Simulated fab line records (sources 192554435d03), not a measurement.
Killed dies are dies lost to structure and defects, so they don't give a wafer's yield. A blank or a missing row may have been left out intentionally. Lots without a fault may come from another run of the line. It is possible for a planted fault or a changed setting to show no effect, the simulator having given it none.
Chamber matching + flow n5Finfet + rieDiel-06 running N5_MOL_CONTACT_COAG_ETCH_106: 4 sister chambers
The step etches SOC in N2/H2, target depth 80 nm, overetch 16 nm, time 120 s. 22 wafers are shown with their chamber, then 11 later ones without.

WAFERS, EACH WITH ITS CHAMBER
| wafer  | chamber | throttleValvePct (%) | showerheadPlenumPTorr (Torr) | drypumpMotorCurrentA (A) |
|--------|---------|----------------------|------------------------------|--------------------------|
| L074.1 | 0       | 17.5                 | 2.47                         | 5.9                      |
| L074.4 | 3       | 18.4                 | 2.66                         | 5.1                      |
| L074.6 | 3       | 18.4                 | 2.66                         | 5.1                      |
| L075.2 | 3       | 18.4                 | 2.66                         | 5.1                      |
| L075.4 | 0       | 17.4                 | 2.47                         | 5.9                      |
| L075.5 | 0       | 17.4                 | 2.47                         | 5.9                      |
| L079.1 | 1       | 18.2                 | 2.61                         | 5.7                      |
| L079.4 | 3       | 18.4                 | 2.66                         | 5.1                      |
| L079.6 | 0       | 17.5                 | 2.47                         | 5.9                      |
| L080.2 | 3       | 18.4                 | 2.66                         | 5.2                      |
| L080.3 | 0       | 17.5                 | 2.47                         | 5.9                      |
| L080.4 | 1       | 18.2                 | 2.61                         | 5.6                      |
| L081.3 | 2       | 17.8                 | 2.58                         | 5.5                      |
| L081.4 | 1       | 18.2                 | 2.61                         | 5.6                      |
| L081.6 | 3       | 18.4                 | 2.66                         | 5.1                      |
| L084.1 | 3       | 18.4                 | 2.65                         | 5.2                      |
| L084.3 | 0       | 17.5                 | 2.47                         | 5.9                      |
| L084.5 | 1       | 18.2                 | 2.60                         | 5.7                      |
| L092.2 | 1       | 18.2                 | 2.60                         | 5.7                      |
| L092.4 | 2       | 17.8                 | 2.57                         | 5.5                      |
| L092.5 | 0       | 17.5                 | 2.46                         | 5.9                      |
| L076.2 | 3       | 18.4                 | 2.64                         | 5.1                      |

SIGNATURES, as means of the wafers listed above
| reading               | chamber 0 | chamber 1 | chamber 2 | chamber 3 | scatter within a chamber |
|-----------------------|-----------|-----------|-----------|-----------|--------------------------|
| throttleValvePct      | 17.471    | 18.200    | 17.800    | 18.400    | 0.0282                   |
| showerheadPlenumPTorr | 2.4686    | 2.6060    | 2.5750    | 2.6562    | 0.00598                  |
| drypumpMotorCurrentA  | 5.900     | 5.660     | 5.500     | 5.125     | 0.0387                   |
Rule: for a wafer and a chamber, the distance is found by dividing, reading by reading, the gap between the wafer's reading and the chamber's mean by the reading's scatter, squaring, summing and taking the root. If the next closest chamber is less than 2 further off than the closest, the wafer can't be placed; otherwise it belongs to the closest. The scatter: take each reading less its chamber's mean, square it, sum over the shown wafers, divide by the number of wafers less the number of chambers, and take the root.

WAFERS WHOSE CHAMBER IS MISSING
| wafer  | throttleValvePct (%) | showerheadPlenumPTorr (Torr) | drypumpMotorCurrentA (A) |
|--------|----------------------|------------------------------|--------------------------|
| L076.3 | 17.5                 | 2.46                         | 5.9                      |
| L076.5 | 18.4                 | 2.64                         | 5.2                      |
| L095.1 | 18.2                 | 2.59                         | 5.6                      |
| L095.3 | 17.8                 | 2.57                         | 5.5                      |
| L095.6 | 18.2                 | 2.60                         | 5.6                      |
| L097.1 | 17.8                 | 2.56                         | 5.5                      |
| L097.3 | 18.2                 | 2.59                         | 5.6                      |
| L097.6 | 17.8                 | 2.56                         | 5.5                      |
| L096.1 | 17.5                 | 2.45                         | 5.9                      |
| L096.3 | 18.4                 | 2.64                         | 5.1                      |
| L096.4 | 18.2                 | 2.59                         | 5.6                      |

WHICH CHAMBER EACH ONE RAN IN
| wafer  | from the rows above | in truth |
|--------|---------------------|----------|
| L076.3 | 0                   | 0        |
| L076.5 | 3                   | 3        |
| L095.1 | 1                   | 1        |
| L095.3 | 2                   | 2        |
| L095.6 | 1                   | 1        |
| L097.1 | 2                   | 2        |
| L097.3 | 1                   | 1        |
| L097.6 | 2                   | 2        |
| L096.1 | 0                   | 0        |
| L096.3 | 3                   | 3        |
| L096.4 | 1                   | 1        |
11 of 11 placed correctly. Not placeable from these rows: 0. 0 placed wrongly.
